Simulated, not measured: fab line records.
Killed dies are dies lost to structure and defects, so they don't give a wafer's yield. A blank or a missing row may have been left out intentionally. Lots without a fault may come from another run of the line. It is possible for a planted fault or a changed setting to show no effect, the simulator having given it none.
A struck lot beside a sound one :: flow n5 finfet :: 18 out of 1938 route steps
Sound: the wafers L635.1, L635.3, L635.5. The struck wafers were L652.1, L652.4, L652.6. The cause comes at the end.
At each step with rows: each side's tool, then ch and its chambers, then its first start. Under that, the readings that differ: sound wafers :: struck wafers :: difference of the means :: sigmas: that difference in standard deviations of wafers without a fault.
alike: same words and numbers on both sides, and readings whose means sit less than 2 such deviations apart. not compared: any withheld reading, any reading some wafer has no value for, any bound like >300 that may hide the same value, and any number with overlapping values for which the record gives no deviation.
A row with sigmas, a row that says differs or no value, or rows on one side alone: a step with any of these is where the two part. When numbers do not overlap yet have no deviation, they are printed without sigmas and do not part them. A reading that every wafer of one side lacks parts them only if that side has two wafers or more.

N5_PASSIVATION_STRIP_14: strips in O2.
  sound on rie diel-06 ch 0,1,3, day 16 21:34; struck on rie diel-02 ch 0,2,3, day 21 22:44
  alike: drypump motor current A, oes product au, rf vpp V, showerhead plenum p Torr, throttle valve pct
  not compared: rf hours counter h
then, 3 steps without rows for these wafers: N5_PASSIVATION_ETCH_15 (etches SiCN in CF4/N2, target depth 75 nm, time 81.2 s); N5_PASSIVATION_STRIP_73 (strips in post etch residue remover, time 60 s); N5_PASSIVATION_SRD_17 (time 30 s, dry time 30 s).
N5_PASSIVATION_DEGAS_18: time 60 s.
  sound: pvd sputter-03 at day 17 01:28; struck: pvd sputter-02 at day 21 23:07
  alike: heater power w
N5_PASSIVATION_PRE_CLEAN_19:
  sound: pvd sputter-03 at day 17 01:30; struck: pvd sputter-02 at day 21 23:09
  alike: heater power w
N5_PASSIVATION_SPUTTER_20: material TaN, target thk 50 nm.
  sound: pvd sputter-03 at day 17 01:32; struck: pvd sputter-02 at day 21 23:11
  alike: throttle valve pct
N5_PASSIVATION_AL_DEP_21: deposits Al, target thk 2800 nm, time 170 s.
  sound: pvd sputter-03 at day 17 01:38; struck: pvd sputter-02 at day 21 23:17
  alike: cathode dc power W, throttle valve pct
then, 4 steps without rows for these wafers: N5_PASSIVATION_HMDS_23 (time 60 s); N5_PASSIVATION_COAT_24; N5_PASSIVATION_EBR_26; N5_PASSIVATION_SOFTBAKE_25 (time 90 s).
N5_PASSIVATION_EXPOSE_27: exposes mask PAD, defocus 0 nm.
  sound on krf scanner-02 ch 0, day 17 01:56; struck on krf scanner-01 ch 0, day 21 23:35
reading: exposure dose mJ cm2
sound: 32.26 32.30 32.26
struck: 36.70 36.71 36.72
difference: +4.44
sigmas: +99 or more
  alike: mask
then, 3 steps without rows for these wafers: N5_PASSIVATION_PEB_28; N5_PASSIVATION_DEVELOP_29 (develop time 60 s); N5_PASSIVATION_HARDBAKE_31 (time 120 s).
N5_PASSIVATION_CD_MEAS_30 targets a cd of 4000 nm.
  sound on cd sem-01 ch 0, day 17 02:07; struck on cd sem-02 ch 0, day 21 23:46
reading: cd nm (nm)
sound: 3999.7 4005.3 4003.8
struck: 4023.7 4019.9 4027.3
difference: +20.7
sigmas: +9
N5_PASSIVATION_OVL_MEAS_63:
  sound on overlay-01 ch 0, day 17 02:08; struck on overlay-02 ch 0, day 21 23:48
  alike: PAD_OVL

== WHERE THEY PART ==
First at N5_PASSIVATION_EXPOSE_27; last, within this record, at N5_PASSIVATION_CD_MEAS_30. Later steps at which nothing parts them and some readings are alike: N5_PASSIVATION_OVL_MEAS_63.

WHY: whatever the simulator had introduced
Drift in process parameters on krf scanner-01 at N5_PASSIVATION_EXPOSE_27, starting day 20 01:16. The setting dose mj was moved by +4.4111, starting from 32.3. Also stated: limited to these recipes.
